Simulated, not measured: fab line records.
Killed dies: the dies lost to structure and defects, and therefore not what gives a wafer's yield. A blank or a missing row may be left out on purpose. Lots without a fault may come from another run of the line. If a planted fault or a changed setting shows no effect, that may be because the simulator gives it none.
fab line records    flow nandHarc
record: lots: 24  wafers: 72  lastDay: 24
route steps=1159 shown A_STAIRCASE@549
lots untouched by any fault: they come from a run of this same line in which no faults occurred
startH: the number of hours between the record's first day and the start of the first shown wafer of the lot    waitH: time in hours since the lot's previous step    " as in the row above    L1.1+2: several wafers, shown together as one row    - no value, or no start given    * or withheld: withheld    < > ~ a bound
route shown NAME@n: names a module that has steps shown in the file, with the first one's number in the route    usual: mean/standard deviation of fault-free wafers    same: alike in all rows    chamber/n: place in a boat    sites: per-site readings    _std_site: standard deviation of those values    _edge_site: the outer-site mean with the inner-site mean subtracted    radiusMm: for every site, how far away it sits from the centre of the wafer    mask NAME#n: copy n    behind: the most recent tool/chamber to have shaped the wafer    hold: why the lot went on hold/how many hours it stayed there/how the hold came to an end    device: names the non-switching transistor (n, p or np)    end of line: the same wafers' tests at the end of the route    where a step has no rows: the recipe by itself    killed: at the first sort, the dies lost to defects and structure; wafer yield is something else    map: shows each die of a wafer: x if killed, . if not, _ if none is there
set.NAME: the run value of the setting; set.NAME@STEP: its run value at that earlier step    model.NAME: the simulator's own value behind a step, which no gauge read
steps of the route over a sample of lots; a table a step, a row a wafer
services: from which hour (startH, from the record's first day; less than 0 if before it) a tool's chamber was out of use, for how many hours, and why
== steps ==
step: NHARC_A_STAIRCASE_ETCH_13
recipe: targetDepthA: 1000  timeS: 40.5  ionEnergyEv: 400  c4f8FlowSccm: 20  o2FlowSccm: 10  arFlowSccm: withheld  rfW: 600  biasW: 1000  chemistry: C4F8/O2
usual: oesProductAu: 0.940/0.014  rfVppV: 897/6.1
lot.wafer  tool        chamber  startH  waitH  oesProductAu  rfHoursCounterH  rfVppV
L075.1     rieDiel-09  3        -       -      0.950         53               902
L075.3     "           2        "       "      0.912         52               900
L075.5     "           3        "       "      0.944         -                904
L074.2     rieDiel-04  3        -       -      0.942         48               886
L074.1     "           1        "       "      0.969         42               891
L074.6     "           3        "       "      0.944         -                887
L076.3     rieDiel-04  0        -       -      0.939         45               894
L076.2     "           3        "       "      0.917         50               886
L076.5     "           0        "       "      0.931         -                894
L077.4     rieDiel-03  1        -       -      0.958         9                902
L077.2     "           2        "       "      0.952         9                905
L077.5     "           0        "       "      0.944         -                897
L079.3     rieDiel-03  0        -       -      0.911         18               898
L079.4     "           1        "       "      0.931         16               902
L079.5     "           1        "       "      0.943         -                901
L078.2     rieDiel-03  1        -       -      0.953         17               902
L078.5     "           1        "       "      0.950         -                901
L078.6     "           2        "       "      0.962         -                904
L081.2     rieDiel-03  1        -       -      0.940         19               901
L081.4     "           0        "       "      0.923         21               897
L081.6     "           1        "       "      0.944         -                901
L080.4     rieDiel-03  2        -       -      0.953         20               904
L080.1     "           1        "       "      0.931         19               902
L080.5     "           3        "       "      0.930         -                888
L084.2     rieDiel-09  1        -       -      0.941         8                889
L084.4     "           2        "       "      0.927         8                900
L084.5     "           1        "       "      0.940         -                887
L082.4     rieDiel-09  2        -       -      0.924         8                900
L082.1     "           3        "       "      0.939         8                903
L082.6     "           2        "       "      0.933         -                899
L083.3     rieDiel-03  0        -       -      0.910         25               898
L083.5     "           1        "       "      0.936         -                902
L083.6     "           2        "       "      0.929         -                903
L085.3     rieDiel-09  3        -       -      0.940         14               903
L085.4     "           0        "       "      0.929         14               900
L085.6     "           2        "       "      0.937         -                901
L086.2     rieDiel-09  0        -       -      0.927         20               901
L086.4     "           2        "       "      0.942         19               900
L086.5     "           3        "       "      0.933         -                901
L087.1     rieDiel-03  2        318.57  0.7    0.929         35               904
L087.2     "           2        "       "      0.936         -                904
L087.3     "           2        "       "      0.924         -                905
L089.4     rieDiel-09  2        -       -      0.970         27               899
L089.3     "           0        "       "      0.935         26               899
L089.6     "           2        "       "      0.966         -                900
L088.4     rieDiel-09  3        -       -      0.933         27               901
L088.2     "           0        "       "      0.932         27               899
L088.5     "           1        "       "      0.949         -                887
L090.2     rieDiel-04  3        -       -      0.953         13               907
L090.4     "           0        "       "      0.944         12               891
L090.6     "           0        "       "      0.948         -                892
L091.2     rieDiel-04  1        -       -      0.951         12               890
L091.1     "           2        "       "      0.955         13               899
L091.5     "           0        "       "      0.949         -                893
L092.4     rieDiel-09  0        -       -      0.932         34               899
L092.3     "           2        "       "      0.950         33               899
L092.1     "           3        "       "      0.947         34               901
L096.3     rieDiel-03  3        -       -      0.925         49               889
L096.1     "           1        "       "      0.937         42               901
L096.5     "           2        "       "      0.920         -                903
L095.2     rieDiel-09  3        -       -      0.949         39               900
L095.6     "           2        "       "      0.950         -                899
L095.5     "           3        "       "      0.944         -                902
L094.3     rieDiel-09  1        -       -      0.959         36               888
L094.4     "           0        "       "      0.928         39               899
L094.5     "           2        "       "      0.947         -                900
L093.4     rieDiel-04  3        -       -      0.955         23               906
L093.2     "           0        "       "      0.946         22               891
L093.5     "           2        "       "      0.951         -                898
L097.2     rieDiel-04  1        -       -      0.954         27               888
L097.1     "           2        "       "      0.940         28               898
L097.5     "           0        "       "      0.927         -                893
step: NHARC_A_STAIRCASE_ETCH_19
recipe: targetDepthA: 1000  timeS: 40.5  ionEnergyEv: 400  c4f8FlowSccm: 20  o2FlowSccm: 10  arFlowSccm: withheld  rfW: 600  biasW: 1000  chemistry: C4F8/O2
usual: oesProductAu: 0.940/0.014  rfVppV: 897/6.1
lot.wafer  tool        chamber  startH  waitH  oesProductAu  rfHoursCounterH  rfVppV
L074.2     rieDiel-04  2        -       -      0.961         46               898
L074.1     "           0        "       "      0.961         44               893
L074.6     "           2        "       "      0.958         -                899
L075.1     rieDiel-09  2        -       -      0.947         53               902
L075.3     "           3        "       "      0.945         54               902
L075.5     "           0        "       "      0.933         -                899
L076.2     rieDiel-04  3        -       -      0.939         50               886
L076.3     "           2        "       "      0.945         47               898
L076.5     "           0        "       "      0.958         -                893
L077.4     rieDiel-03  2        -       -      0.932         10               904
L077.2     "           0        "       "      0.914         11               898
L077.5     "           2        "       "      0.928         -                906
L079.3     rieDiel-03  2        -       -      0.961         17               904
L079.4     "           0        "       "      0.918         19               899
L079.5     "           3        "       "      0.925         -                890
L078.2     rieDiel-03  2        -       -      0.945         18               906
L078.5     "           3        "       "      0.913         -                887
L078.6     "           0        "       "      0.923         -                899
L081.4     rieDiel-03  1        -       -      0.943         19               902
L081.2     "           2        "       "      0.943         20               905
L081.6     "           1        "       "      0.954         -                902
L080.1     rieDiel-03  1        -       -      0.938         20               901
L080.4     "           2        "       "      0.942         20               904
L080.5     "           3        "       "      0.918         -                888
L084.2     rieDiel-09  0        -       -      0.935         9                900
L084.4     "           2        "       "      0.936         8                899
L084.5     "           0        "       "      0.933         -                899
L082.1     rieDiel-09  1        -       -      0.952         9                888
L082.4     "           3        "       "      0.944         9                903
L082.6     "           1        "       "      0.949         -                888
L083.3     rieDiel-03  3        -       -      0.934         27               887
L083.6     "           2        "       "      0.937         -                904
L083.5     "           3        "       "      0.934         -                888
L085.3     rieDiel-09  3        -       -      0.948         14               901
L085.4     "           0        "       "      0.947         15               897
L085.6     "           2        "       "      0.948         -                899
L086.2     rieDiel-09  3        -       -      0.935         20               903
L086.4     "           1        "       "      0.927         20               888
L086.5     "           3        "       "      0.941         -                902
L087.1     rieDiel-03  2        322.84  1.2    0.923         37               904
L087.2     "           2        "       "      0.921         -                905
L087.3     "           2        "       "      0.924         -                904
L089.4     rieDiel-09  3        -       -      0.949         27               902
L089.3     "           1        "       "      0.950         27               889
L089.6     "           2        "       "      0.946         -                898
L088.4     rieDiel-09  3        -       -      0.945         28               902
L088.2     "           0        "       "      0.927         27               898
L088.5     "           3        "       "      0.946         -                902
L090.4     rieDiel-04  0        -       -      0.953         12               892
L090.2     "           1        "       "      0.949         12               890
L090.6     "           2        "       "      0.947         -                899
L091.1     rieDiel-04  0        -       -      0.955         13               892
L091.2     "           1        "       "      0.963         12               890
L091.5     "           2        "       "      0.960         -                898
L092.1     rieDiel-09  2        -       -      0.946         33               899
L092.4     "           0        "       "      0.931         34               898
L092.3     "           1        "       "      0.942         32               887
L096.3     rieDiel-03  3        -       -      0.949         50               888
L096.1     "           1        "       "      0.958         42               900
L096.5     "           3        "       "      0.957         -                889
L095.2     rieDiel-09  1        -       -      0.920         36               887
L095.6     "           0        "       "      0.922         -                900
L095.5     "           1        "       "      0.927         -                888
L093.4     rieDiel-04  3        -       -      0.955         24               905
L093.2     "           2        "       "      0.949         22               900
L093.5     "           3        "       "      0.949         -                906
L094.3     rieDiel-09  3        -       -      0.935         41               902
L094.4     "           2        "       "      0.924         39               899
L094.5     "           0        "       "      0.912         -                899
L097.1     rieDiel-04  2        -       -      0.945         28               898
L097.2     "           0        "       "      0.958         28               891
L097.5     "           1        "       "      0.959         -                890
step: NHARC_A_STAIRCASE_TRIM_22
recipe: timeS: 211.2  o2FlowSccm: 500  arFlowSccm: 0  biasW: 0  chemistry: O2
usual: drypumpMotorCurrentA: 5.6/0.44  oesProductAu: 1.005/0.0088  rfVppV: 57.8/0.93  showerheadPlenumPTorr: 3.52/0.16  throttleValvePct: 17.035/0.0088
lot.wafer  tool        chamber  startH  waitH  drypumpMotorCurrentA  oesProductAu  rfHoursCounterH  rfVppV  showerheadPlenumPTorr  throttleValvePct
L074.2     rieDiel-04  1        -       -      5.2                   1.011         42               57.6    3.37                   17.041
L074.1     "           2        "       "      5.7                   1.013         46               58.5    3.61                   17.033
L074.6     "           1        "       "      5.2                   1.016         -                57.9    3.37                   17.044
L075.3     rieDiel-09  1        -       -      5.0                   1.016         54               56.3    3.33                   17.042
L075.1     "           3        "       "      5.6                   1.022         54               59.1    3.71                   17.024
L075.5     "           1        "       "      5.0                   1.014         -                56.4    3.33                   17.030
L076.3     rieDiel-04  2        -       -      5.7                   1.020         48               57.0    3.61                   17.044
L076.2     "           3        "       "      6.3                   0.992         50               57.5    3.28                   17.026
L076.5     "           3        "       "      6.3                   0.996         -                57.3    3.28                   17.034
L077.2     rieDiel-04  2        -       -      5.7                   1.010         48               58.2    3.61                   17.042
L077.4     "           3        "       "      6.2                   0.996         51               56.9    3.28                   17.057
L077.5     "           1        "       "      5.1                   1.012         -                58.2    3.37                   17.030
L079.3     rieDiel-09  1        -       -      5.0                   1.007         2                57.0    3.33                   17.021
L079.4     "           2        "       "      5.6                   1.002         3                58.5    3.64                   17.049
L079.5     "           3        "       "      5.6                   1.009         -                57.1    3.71                   17.032
L078.2     rieDiel-04  0        -       -      5.7                   1.010         53               57.6    3.45                   17.025
L078.6     "           1        "       "      5.1                   1.021         -                57.7    3.37                   17.035
L078.5     "           2        "       "      5.7                   1.002         -                58.7    3.61                   17.024
L081.4     rieDiel-09  0        -       -      6.4                   0.982         5                57.8    3.62                   17.027
L081.2     "           1        "       "      5.0                   1.002         4                56.7    3.32                   17.035
L081.6     "           2        "       "      5.6                   1.002         -                56.6    3.64                   17.031
L080.4     rieDiel-03  1        -       -      4.8                   1.011         20               57.5    3.68                   17.026
L080.1     "           2        "       "      5.2                   1.005         20               57.4    3.76                   17.049
L080.5     "           3        "       "      5.3                   1.001         -                57.3    3.32                   17.035
L084.2     rieDiel-04  1        -       -      5.2                   1.013         57               56.6    3.36                   17.034
L084.4     "           2        "       "      5.7                   1.005         61               58.7    3.60                   17.032
L084.5     "           3        "       "      6.3                   0.991         -                58.0    3.27                   17.026
L082.4     rieDiel-09  0        -       -      6.4                   0.990         10               59.6    3.61                   17.034
L082.1     "           1        "       "      5.0                   0.998         9                55.7    3.32                   17.033
L082.6     "           2        "       "      5.6                   1.003         -                57.4    3.63                   17.052
L083.3     rieDiel-04  1        -       -      5.2                   1.007         58               57.9    3.36                   17.036
L083.6     "           3        "       "      6.3                   1.002         -                57.2    3.27                   17.022
L083.5     "           0        "       "      5.7                   1.007         -                59.1    3.44                   17.042
L085.3     rieDiel-09  2        -       -      5.6                   1.002         13               57.9    3.63                   17.042
L085.4     "           1        "       "      5.0                   1.012         14               57.4    3.32                   17.044
L085.6     "           3        "       "      5.6                   1.015         -                59.0    3.70                   17.027
L086.4     rieDiel-04  1        -       -      5.1                   1.024         5                57.4    3.36                   17.041
L086.2     "           0        "       "      5.7                   0.999         6                58.4    3.44                   17.025
L086.5     "           1        "       "      5.1                   1.013         -                54.7    3.36                   17.023
L087.2     rieDiel-03  3        324.23  0.1    5.3                   0.997         35               56.6    3.31                   17.053
L087.1     "           2        "       "      5.2                   1.004         37               58.1    3.75                   17.031
L087.3     "           2        "       "      5.2                   1.003         -                58.7    3.75                   17.027
L089.4     rieDiel-04  1        -       -      5.1                   1.026         8                56.7    3.36                   17.033
L089.3     "           3        "       "      6.2                   0.998         11               59.4    3.80                   17.035
L089.6     "           1        "       "      5.1                   1.017         -                57.1    3.36                   17.045
L088.2     rieDiel-04  3        -       -      6.2                   1.008         11               57.7    3.80                   17.025
L088.4     "           0        "       "      5.7                   1.001         10               57.8    3.44                   17.045
L088.5     "           2        "       "      5.7                   1.010         -                59.0    3.60                   17.025
L090.4     rieDiel-04  3        -       -      6.3                   1.008         14               57.2    3.80                   17.025
L090.2     "           1        "       "      5.1                   1.015         12               56.6    3.36                   17.034
L090.6     "           3        "       "      6.3                   1.000         -                57.9    3.80                   17.043
L091.2     rieDiel-03  3        338.50  0.1    5.3                   1.002         42               56.7    3.31                   17.032
L091.1     "           1        "       "      4.7                   1.009         34               57.8    3.67                   17.038
L091.5     "           1        "       "      4.7                   1.025         -                59.6    3.67                   17.027
L092.4     rieDiel-09  3        -       -      5.6                   0.999         35               58.8    3.69                   17.019
L092.1     "           0        "       "      6.4                   0.993         35               57.9    3.60                   17.029
L092.3     "           1        "       "      5.0                   1.012         32               57.3    3.31                   17.029
L096.1     rieDiel-03  3        -       -      5.3                   0.999         50               58.0    3.31                   17.041
L096.3     "           1        "       "      4.7                   1.013         43               59.0    3.67                   17.030
L096.5     "           1        "       "      4.7                   1.000         -                59.1    3.67                   17.019
L095.2     rieDiel-04  3        -       -      6.2                   1.015         23               58.7    3.80                   17.035
L095.5     "           2        "       "      5.7                   1.006         -                57.5    3.59                   17.039
L095.6     "           3        "       "      6.2                   1.007         -                58.4    3.80                   17.044
L093.2     rieDiel-04  3        -       -      6.3                   1.003         24               57.6    3.79                   17.033
L093.4     "           0        "       "      5.7                   1.009         22               56.5    3.43                   17.026
L093.5     "           0        "       "      5.7                   1.005         -                57.8    3.43                   17.042
L094.3     rieDiel-09  1        -       -      5.0                   1.013         38               58.1    3.31                   17.042
L094.4     "           2        "       "      5.6                   1.002         40               58.8    3.62                   17.044
L094.5     "           1        "       "      5.0                   1.005         -                57.1    3.31                   17.032
L097.1     rieDiel-04  2        -       -      5.7                   1.008         28               58.6    3.59                   17.042
L097.2     "           0        "       "      5.7                   1.013         28               57.5    3.43                   17.037
L097.5     "           2        "       "      5.7                   1.015         -                57.0    3.59                   17.035
step: NHARC_A_STAIRCASE_DESCUM_186
recipe: timeS: 3  o2FlowSccm: 200  arFlowSccm: 0  biasPowerW: 0  chemistry: O2
usual: drypumpMotorCurrentA: 5.5/0.46  oesProductAu: 1.004/0.01  rfVppV: 57.9/0.85  showerheadPlenumPTorr: 1.92/0.097  throttleValvePct: 11.311/0.0089
lot.wafer  tool        chamber  startH  waitH  drypumpMotorCurrentA  oesProductAu  rfHoursCounterH  rfVppV  showerheadPlenumPTorr  throttleValvePct
L074.2     rieDiel-09  3        250.78  -      5.6                   1.028         55               58.1    2.02                   11.295
L074.1     "           1        "       "      5.0                   1.026         54               59.1    1.80                   11.306
L074.6     "           2        "       "      5.6                   0.994         -                59.9    1.98                   11.299
L075.1     rieDiel-04  0        250.95  -      5.7                   1.013         44               58.3    1.87                   11.324
L075.3     "           1        "       "      5.1                   1.017         43               57.1    1.82                   11.321
L075.5     "           0        "       "      5.7                   1.016         -                57.3    1.87                   11.313
L076.2     rieDiel-04  1        257.11  -      5.1                   1.009         46               57.8    1.82                   11.309
L076.3     "           2        "       "      5.7                   1.013         49               57.5    1.96                   11.310
L076.5     "           0        "       "      5.7                   1.018         -                57.0    1.87                   11.301
L077.2     rieDiel-04  1        258.03  -      5.1                   1.019         46               58.1    1.82                   11.308
L077.4     "           3        "       "      6.2                   0.993         52               56.3    1.77                   11.310
L077.5     "           1        "       "      5.1                   1.017         -                57.8    1.82                   11.309
L079.4     rieDiel-03  0        269.30  -      5.7                   0.982         20               56.3    1.95                   11.309
L079.3     "           3        "       "      5.3                   0.989         21               57.4    1.79                   11.309
L079.5     "           0        "       "      5.8                   0.975         -                58.9    1.95                   11.307
L078.2     rieDiel-09  2        271.12  -      5.6                   1.005         3                57.0    1.98                   11.310
L078.6     "           2        "       "      5.6                   0.993         -                57.8    1.98                   11.301
L078.5     "           3        "       "      5.6                   1.005         -                58.4    2.02                   11.289
L081.2     rieDiel-04  2        278.67  -      5.7                   0.998         58               57.7    1.96                   11.311
L081.4     "           3        "       "      6.2                   1.002         62               57.5    1.77                   11.303
L081.6     "           1        "       "      5.1                   1.017         -                57.7    1.82                   11.324
L080.1     rieDiel-03  2        279.13  -      5.2                   1.003         21               58.2    2.05                   11.300
L080.5     "           3        "       "      5.3                   1.003         -                55.9    1.79                   11.297
L080.4     "           0        "       "      5.7                   0.990         -                57.8    1.95                   11.321
L084.4     rieDiel-04  0        288.52  -      5.7                   1.011         60               56.8    1.86                   11.310
L084.2     "           1        "       "      5.1                   1.022         58               58.4    1.82                   11.324
L084.5     "           0        "       "      5.7                   1.022         -                57.8    1.86                   11.303
L082.1     rieDiel-09  3        288.69  -      5.6                   1.006         10               57.0    2.01                   11.298
L082.4     "           1        "       "      5.0                   1.002         9                58.3    1.79                   11.317
L082.6     "           2        "       "      5.6                   1.003         -                57.3    1.97                   11.306
L083.3     rieDiel-09  1        289.72  -      5.0                   1.002         10               58.8    1.79                   11.310
L083.6     "           0        "       "      6.4                   0.999         -                57.5    1.96                   11.314
L083.5     "           1        "       "      5.0                   0.998         -                57.5    1.79                   11.306
L085.3     rieDiel-04  1        299.76  -      5.1                   1.014         0                57.2    1.82                   11.322
L085.4     "           2        "       "      5.7                   1.010         0                57.7    1.96                   11.302
L085.6     "           2        "       "      5.7                   1.015         -                58.6    1.96                   11.303
L086.4     rieDiel-04  0        320.98  -      5.7                   0.992         7                58.2    1.86                   11.315
L086.2     "           2        "       "      5.7                   1.019         6                58.0    1.95                   11.309
L086.5     "           3        "       "      6.2                   1.006         -                58.6    2.07                   11.303
L087.2     rieDiel-03  2        327.39  -      5.2                   1.009         38               58.2    2.04                   11.304
L087.1     "           3        "       "      5.3                   0.995         36               58.5    1.79                   11.306
L087.3     "           2        "       "      5.2                   1.001         -                58.2    2.04                   11.309
L089.3     rieDiel-03  1        333.66  -      4.8                   1.017         -                58.2    2.00                   11.315
L089.4     "           3        "       "      5.3                   1.003         -                56.6    1.79                   11.339
L089.6     "           3        "       "      5.3                   1.006         -                58.2    1.79                   11.310
L088.2     rieDiel-09  2        333.93  -      5.6                   1.010         28               56.8    1.97                   11.309
L088.4     "           0        "       "      6.4                   0.997         28               59.9    1.96                   11.293
L088.5     "           2        "       "      5.6                   1.011         -                58.9    1.97                   11.301
L090.2     rieDiel-03  1        340.52  -      4.8                   1.003         35               58.0    2.00                   11.310
L090.4     "           3        "       "      5.3                   0.997         -                57.2    1.79                   11.324
L090.6     "           1        "       "      4.7                   1.004         -                57.3    2.00                   11.299
L091.1     rieDiel-09  3        341.18  -      5.6                   1.009         33               57.4    2.01                   11.290
L091.2     "           0        "       "      6.4                   0.996         32               58.7    1.96                   11.307
L091.5     "           2        "       "      5.6                   1.011         -                58.8    1.97                   11.297
L092.1     rieDiel-03  3        349.45  -      5.3                   0.995         46               58.0    1.79                   11.313
L092.3     "           1        "       "      4.7                   1.010         38               58.9    2.00                   11.306
L092.4     "           2        "       "      5.2                   0.991         -                58.1    2.04                   11.307
L095.2     rieDiel-03  2        360.71  -      5.2                   0.992         49               59.7    2.04                   11.302
L095.5     "           2        "       "      5.2                   0.992         -                57.6    2.04                   11.320
L095.6     "           3        "       "      5.3                   0.988         -                57.7    1.78                   11.311
L096.1     rieDiel-04  0        360.89  -      5.7                   1.015         22               55.9    1.86                   11.314
L096.3     "           1        "       "      5.1                   1.023         20               57.4    1.81                   11.322
L096.5     "           0        "       "      5.7                   0.995         -                58.8    1.86                   11.291
L093.4     rieDiel-09  1        365.61  -      5.0                   1.007         40               58.5    1.78                   11.304
L093.2     "           2        "       "      5.7                   0.999         42               56.6    1.96                   11.316
L093.5     "           3        "       "      5.6                   1.007         -                58.2    2.00                   11.302
L094.3     rieDiel-03  1        367.47  -      4.7                   1.003         48               57.6    1.99                   11.324
L094.5     "           3        "       "      5.3                   0.993         -                58.1    1.78                   11.309
L094.4     "           1        "       "      4.7                   1.002         -                58.0    1.99                   11.320
L097.1     rieDiel-09  0        377.74  -      6.4                   0.996         45               58.8    1.95                   11.305
L097.2     "           3        "       "      5.6                   0.995         48               57.1    2.00                   11.304
L097.5     "           0        "       "      6.4                   1.001         -                57.2    1.95                   11.318
step: NHARC_A_STAIRCASE_ETCH_199
recipe: targetDepthA: 1000  timeS: 40.5  ionEnergyEv: 400  c4f8FlowSccm: 20  o2FlowSccm: 10  arFlowSccm: withheld  rfW: 600  biasW: 1000  chemistry: C4F8/O2
usual: oesProductAu: 0.947/0.014  rfVppV: 896/6.4
lot.wafer  tool        chamber  startH  waitH  oesProductAu  rfHoursCounterH  rfVppV
L074.1     rieDiel-04  1        -       -      0.973         43               890
L074.2     "           3        "       "      0.944         50               886
L074.6     "           1        "       "      0.967         -                890
L075.3     rieDiel-03  1        -       -      0.943         9                902
L075.1     "           0        "       "      0.912         11               898
L075.5     "           1        "       "      0.957         -                902
L076.3     rieDiel-04  1        -       -      0.943         46               890
L076.2     "           0        "       "      0.955         47               892
L076.5     "           2        "       "      0.942         -                900
L077.2     rieDiel-04  3        -       -      0.936         53               888
L077.4     "           0        "       "      0.949         48               891
L077.5     "           1        "       "      0.960         -                889
L079.4     rieDiel-04  1        -       -      0.945         52               889
L079.3     "           2        "       "      0.933         56               899
L079.5     "           1        "       "      0.943         -                889
L078.2     rieDiel-03  3        -       -      0.939         22               890
L078.5     "           3        "       "      0.952         -                889
L078.6     "           0        "       "      0.932         -                897
L081.4     rieDiel-04  2        -       -      0.953         58               900
L081.2     "           3        "       "      0.938         62               886
L081.6     "           1        "       "      0.979         -                890
L080.1     rieDiel-09  0        -       -      0.947         6                899
L080.4     "           1        "       "      0.955         5                889
L080.5     "           1        "       "      0.957         -                890
L084.2     rieDiel-03  3        -       -      0.922         29               891
L084.4     "           0        "       "      0.926         29               898
L084.5     "           1        "       "      0.944         -                902
L082.1     rieDiel-03  0        -       -      0.922         29               898
L082.4     "           1        "       "      0.943         24               901
L082.6     "           3        "       "      0.929         -                888
L083.3     rieDiel-03  1        -       -      0.954         25               900
L083.6     "           1        "       "      0.956         -                901
L083.5     "           2        "       "      0.963         -                906
L085.3     rieDiel-04  0        -       -      0.949         1                893
L085.4     "           2        "       "      0.969         1                897
L085.6     "           0        "       "      0.933         -                893
L086.4     rieDiel-09  0        -       -      0.939         25               899
L086.2     "           1        "       "      0.955         25               887
L086.5     "           2        "       "      0.972         -                898
L087.1     rieDiel-04  2        -       -      0.970         9                899
L087.3     "           3        "       "      0.959         10               906
L087.2     "           1        "       "      0.984         7                889
L088.2     rieDiel-03  1        -       -      0.937         33               901
L088.4     "           3        "       "      0.923         -                889
L088.5     "           3        "       "      0.931         -                887
L089.3     rieDiel-03  1        -       -      0.942         -                900
L089.4     "           3        "       "      0.933         -                887
L089.6     "           3        "       "      0.919         -                888
L090.2     rieDiel-04  2        -       -      0.957         15               899
L090.4     "           0        "       "      0.966         15               894
L090.6     "           3        "       "      0.954         -                905
L091.1     rieDiel-03  1        -       -      0.964         37               900
L091.2     "           3        "       "      0.951         44               889
L091.5     "           2        "       "      0.948         -                904
L092.3     rieDiel-04  0        -       -      0.956         17               892
L092.4     "           1        "       "      0.959         16               891
L092.1     "           2        "       "      0.958         18               899
L096.3     rieDiel-03  2        -       -      0.933         52               903
L096.1     "           1        "       "      0.938         47               901
L096.5     "           1        "       "      0.939         -                901
L095.2     rieDiel-03  2        -       -      0.935         52               903
L095.5     "           2        "       "      0.933         -                904
L095.6     "           3        "       "      0.932         -                889
L093.2     rieDiel-03  2        -       -      0.947         53               904
L093.4     "           3        "       "      0.933         -                890
L093.5     "           1        "       "      0.952         -                899
L094.3     rieDiel-03  3        -       -      0.941         57               887
L094.5     "           3        "       "      0.935         -                887
L094.4     "           2        "       "      0.930         -                905
L097.2     rieDiel-09  2        -       -      0.952         47               898
L097.1     "           0        "       "      0.928         46               898
L097.5     "           1        "       "      0.965         -                888
step: NHARC_A_STAIRCASE_ETCH_201
recipe: targetDepthA: 1000  timeS: 40.5  ionEnergyEv: 400  c4f8FlowSccm: 20  o2FlowSccm: 10  arFlowSccm: withheld  rfW: 600  biasW: 1000  chemistry: C4F8/O2
usual: oesProductAu: 0.943/0.014  rfVppV: 896/6.3
lot.wafer  tool        chamber  startH  waitH  oesProductAu  rfHoursCounterH  rfVppV
L074.2     rieDiel-04  3        -       -      0.938         50               886
L074.1     "           0        "       "      0.966         45               893
L074.6     "           0        "       "      0.967         -                893
L075.1     rieDiel-03  1        -       -      0.948         9                902
L075.3     "           3        "       "      0.920         11               889
L075.5     "           0        "       "      0.913         -                898
L076.3     rieDiel-04  1        -       -      0.953         47               890
L076.2     "           3        "       "      0.932         53               886
L076.5     "           0        "       "      0.946         -                893
L077.2     rieDiel-04  3        -       -      0.939         53               887
L077.4     "           0        "       "      0.954         48               893
L077.5     "           3        "       "      0.937         -                886
L079.4     rieDiel-04  1        -       -      0.952         52               891
L079.3     "           2        "       "      0.937         56               899
L079.5     "           1        "       "      0.958         -                891
L078.2     rieDiel-03  1        -       -      0.944         18               900
L078.5     "           1        "       "      0.949         -                901
L078.6     "           2        "       "      0.924         -                905
L081.4     rieDiel-04  1        -       -      0.962         54               890
L081.2     "           0        "       "      0.952         57               893
L081.6     "           2        "       "      0.942         -                900
L080.1     rieDiel-09  3        -       -      0.959         6                901
L080.4     "           2        "       "      0.955         6                900
L080.5     "           3        "       "      0.950         -                902
L084.4     rieDiel-03  2        -       -      0.957         26               904
L084.2     "           3        "       "      0.934         29               889
L084.5     "           1        "       "      0.961         -                901
L082.4     rieDiel-03  0        -       -      0.911         29               898
L082.1     "           1        "       "      0.936         24               900
L082.6     "           3        "       "      0.924         -                888
L083.3     rieDiel-03  2        -       -      0.947         27               904
L083.6     "           1        "       "      0.967         -                902
L083.5     "           2        "       "      0.945         -                904
L085.4     rieDiel-04  2        -       -      0.955         1                900
L085.3     "           3        "       "      0.945         1                906
L085.6     "           2        "       "      0.954         -                899
L086.2     rieDiel-09  1        -       -      0.949         25               887
L086.4     "           2        "       "      0.946         25               899
L086.5     "           3        "       "      0.938         -                902
L087.3     rieDiel-04  0        -       -      0.953         9                891
L087.2     "           1        "       "      0.970         7                890
L087.1     "           3        "       "      0.957         11               905
L088.2     rieDiel-03  1        -       -      0.939         34               900
L088.4     "           3        "       "      0.926         -                888
L088.5     "           3        "       "      0.932         -                887
L089.4     rieDiel-03  3        -       -      0.934         -                888
L089.3     "           1        "       "      0.939         -                900
L089.6     "           3        "       "      0.928         -                886
L090.4     rieDiel-04  1        -       -      0.966         14               890
L090.2     "           2        "       "      0.962         16               898
L090.6     "           0        "       "      0.955         -                893
L091.2     rieDiel-03  2        -       -      0.938         42               904
L091.1     "           3        "       "      0.951         44               888
L091.5     "           1        "       "      0.959         -                901
L092.3     rieDiel-04  3        -       -      0.952         19               905
L092.4     "           1        "       "      0.962         16               890
L092.1     "           2        "       "      0.950         18               899
L096.3     rieDiel-03  1        -       -      0.942         47               900
L096.1     "           2        "       "      0.930         52               903
L096.5     "           3        "       "      0.933         -                888
L095.2     rieDiel-03  3        -       -      0.919         54               887
L095.6     "           2        "       "      0.930         -                904
L095.5     "           1        "       "      0.942         -                901
L093.2     rieDiel-03  3        -       -      0.921         55               888
L093.5     "           1        "       "      0.929         -                900
L093.4     "           3        "       "      0.917         -                888
L094.3     rieDiel-03  3        -       -      0.937         57               887
L094.4     "           2        "       "      0.948         -                904
L094.5     "           3        "       "      0.944         -                888
L097.2     rieDiel-09  2        -       -      0.947         47               899
L097.1     "           0        "       "      0.928         46               900
L097.5     "           3        "       "      0.933         -                901
== services ==
tool        chamber  startH  hours  kind
rieDiel-03  0        224.33  -      clean
rieDiel-03  1        224.33  -      clean
rieDiel-03  2        224.33  -      clean
rieDiel-03  3        224.33  -      clean
rieDiel-03  3        224.33  -      consumableReplace:focusRing
rieDiel-03  -        241.52  0.1    repair
rieDiel-03  0        248.83  -      clean
rieDiel-03  1        248.83  -      clean
rieDiel-03  2        248.83  -      clean
rieDiel-03  3        248.83  -      clean
rieDiel-09  -        254.10  9.0    pm
rieDiel-03  0        273.33  -      clean
rieDiel-03  1        273.33  -      clean
rieDiel-03  2        273.33  -      clean
rieDiel-03  3        273.33  -      clean
rieDiel-03  1        277.25  7.0    repair
rieDiel-03  0        297.83  -      clean
rieDiel-03  3        309.67  6.2    repair
rieDiel-03  1        312.57  18.9   repair
rieDiel-03  -        333.37  0.1    repair
rieDiel-09  1        339.50  1.9    repair
rieDiel-09  0        353.43  2.7    repair
rieDiel-09  0        371.94  1.3    repair
rieDiel-04  0        377.78  7.9    repair
== key ==
fault none
